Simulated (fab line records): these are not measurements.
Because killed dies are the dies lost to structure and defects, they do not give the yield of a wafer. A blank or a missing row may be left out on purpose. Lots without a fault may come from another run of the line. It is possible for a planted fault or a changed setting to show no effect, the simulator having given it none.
Matching of chambers    flow n5 finfet    N5_BEOL_M3_STRIP_36 on rie diel-03 has 4 sister chambers
The step strips in N2/H2. 22 wafers are shown with their chamber, then 11 later ones without.

## WAFERS, EACH WITH ITS CHAMBER
wafer   chamber  showerhead plenum p Torr (Torr)  drypump motor current A (A)  throttle valve pct (%)
L076.1  1        2.69                             5.3                          23.6
L076.4  1        2.69                             5.4                          23.6
L076.6  0        2.54                             5.1                          23.9
L077.3  1        2.69                             5.3                          23.6
L077.4  2        2.51                             5.3                          23.2
L077.6  3        2.62                             6.4                          24.5
L078.2  2        2.51                             5.3                          23.2
L078.3  3        2.61                             6.4                          24.6
L078.6  1        2.69                             5.4                          23.6
L080.1  2        2.51                             5.3                          23.2
L080.2  1        2.69                             5.4                          23.6
L080.3  3        2.61                             6.3                          24.6
L080.4  0        2.53                             5.1                          23.9
L080.5  1        2.69                             5.4                          23.5
L080.6  0        2.53                             5.1                          23.9
L082.2  2        2.51                             5.3                          23.3
L082.4  1        2.68                             5.4                          23.6
L082.5  0        2.53                             5.1                          23.9
L084.1  3        2.61                             6.3                          24.6
L084.4  0        2.53                             5.1                          23.9
L084.6  2        2.51                             5.3                          23.3
L092.1  3        2.61                             6.4                          24.6

SIGNATURES (averages over the wafers above)
reading                   chamber 0  chamber 1  chamber 2  chamber 3  scatter within a chamber
showerhead plenum p Torr  2.5320     2.6886     2.5100     2.6120     0.00369
drypump motor current A   5.100      5.371      5.300      6.360      0.0382
throttle valve pct        23.900     23.586     23.240     24.580     0.0398
Rule: distance of a wafer from a chamber = root of the sum over the readings of ((wafer's reading minus chamber's mean) / reading's scatter) squared. If the next closest chamber is less than 2 further off than the closest, the wafer can't be placed; otherwise it belongs to the closest. The scatter: the root of (the sum of the squares of (reading less its chamber's mean) over the shown wafers, divided by (wafers less chambers)).

## WAFERS WHOSE CHAMBER IS MISSING
wafer   showerhead plenum p Torr (Torr)  drypump motor current A (A)  throttle valve pct (%)
L092.2  2.53                             5.1                          23.9
L092.3  2.51                             5.3                          23.3
L091.1  2.68                             5.4                          23.6
L091.2  2.51                             5.3                          23.3
L091.4  2.53                             5.1                          23.9
L096.3  2.51                             5.3                          23.3
L096.5  2.51                             5.3                          23.3
L096.6  2.68                             5.3                          23.6
L097.2  2.67                             5.4                          23.6
L097.3  2.52                             5.1                          23.9
L097.5  2.52                             5.1                          23.9

## EACH ONE'S CHAMBER
wafer   from the rows above  in truth
L092.2  0                    0
L092.3  2                    2
L091.1  1                    1
L091.2  2                    2
L091.4  0                    0
L096.3  2                    2
L096.5  2                    2
L096.6  1                    1
L097.2  1                    1
L097.3  0                    0
L097.5  0                    0
Placed correctly: 11 of 11. Not placeable from these rows: 0. Number placed wrongly: 0.
